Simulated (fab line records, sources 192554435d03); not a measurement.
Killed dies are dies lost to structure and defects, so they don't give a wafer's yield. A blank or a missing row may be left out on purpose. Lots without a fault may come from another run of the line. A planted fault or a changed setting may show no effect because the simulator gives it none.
Problem report in the 8D (eight disciplines) form, filled by code | flow n5_finfet | the parts of the form that need people (team, actions taken, sign-off) are left out

1. THE PROBLEM
M15_THK at N5_BEOL_M15_THK_MEAS_50 reads a mean of 1246 nm on 4 wafers of 3 lots; wafers without a fault read 871 nm with a standard deviation of 22. That is +17 standard deviations from the usual mean.
The step: measures by xrf.
First seen on wafer L731.4, day 14 21:56, on film_metro-02. The record holds 29 wafers of 11 lots with a number at this step. Rule for "out", or "out of limits": more than 4 standard deviations from the usual mean. The other wafers with a number count as sound.

2. WHAT IT IS AND WHAT IT IS NOT
question                    | is                             | is not
which readings at this step | M15_THK                        | -
which lots                  | L731, L732, L734               | L724, L726, L728, L729, L740, L742, L743, L744
which wafers of those lots  | L731.4, L732.4, L734.4, L734.5 | L731.3, L732.2
read on which gauges        | film_metro-01, film_metro-02   | -
when                        | from day 14 21:56              | up to then (12 sound wafers); but 13 sound wafers of L732, L740, L742, L743, L744 came after

3. SUSPECTS, AND WHAT RULES EACH OUT
Counting: a tool at a process step up to the reading stays a suspect if it ran every lot that is out. Sound lots after the first of them don't rule it out here, since some wafers of a struck lot are sound.
- the gauge at N5_BEOL_M15_THK_MEAS_50: ruled out. The wafers that are out were read on 2 gauges (film_metro-01, film_metro-02).
- rie_diel-01 at N5_BEOL_M15_TRENCH_ETCH_34 (etches SiO2 in C4F8/O2/Ar, target depth 872.93 nm, time 199 s): kept. It ran every lot that is out, first L731 (day 14 17:02); its last sound lot up to then is L729 (day 14 07:17).
- pvd_sputter-02 at N5_BEOL_M15_PRE_CLEAN_42 (time 30 s): kept. It ran every lot that is out, first L731 (day 14 20:25).
- Within rie_diel-01 at N5_BEOL_M15_TRENCH_ETCH_34: the wafers that are out ran in chambers 1, 2, 3; their sound lot-mates ran in chamber 0.
Left after counting: rie_diel-01 at N5_BEOL_M15_TRENCH_ETCH_34, pvd_sputter-02 at N5_BEOL_M15_PRE_CLEAN_42.

4. THE CAUSE (what the simulator had put in)
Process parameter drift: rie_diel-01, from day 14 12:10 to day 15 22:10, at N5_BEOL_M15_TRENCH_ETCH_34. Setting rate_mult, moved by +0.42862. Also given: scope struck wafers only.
Counting left 2 suspects, and this tool is among them.

5. THE CHAIN OF EFFECTS, in route order
Each row: a reading whose mean over the struck wafers that have a number lies more than 3 standard deviations from the usual. Only readings for which the record gives a usual standard deviation are gone through. hours: the time from each lot's start at the first step in this table that gives one to its start at this step, as a median over the lots. sigmas: the change in usual standard deviations.
hours | step                    | reading | usual         | on struck wafers | change  | sigmas
0     | N5_BEOL_M15_THK_MEAS_50 | M15_THK | 871 nm        | 1246             | +375    | +17
0     | N5_BEOL_M15_RS_MEAS_54  | M15_RS  | 0.0216 ohm/sq | 0.0152           | -0.0065 | -12
Later measuring or inspecting steps at which every struck wafer that the step has a row for has a number for every such reading, and none has moved that far: N5_BEOL_M15_INSPECT_55.

6. WHAT WOULD HAVE CAUGHT IT SOONER
In this record the first reading out of limits at a measuring or inspecting step was taken at day 14 21:56, 10 hours after the fault began at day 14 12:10.
Of the tool readings at N5_BEOL_M15_TRENCH_ETCH_34 for which the record gives a usual standard deviation, none was out on any struck wafer, so an alarm limit of 4 standard deviations on them would not have fired.
Of the lots that are out (3), L734, L732 began N5_BEOL_M15_TRENCH_ETCH_34 on rie_diel-01 after day 14 21:56. A hold on the tool at that time would have spared those 2.
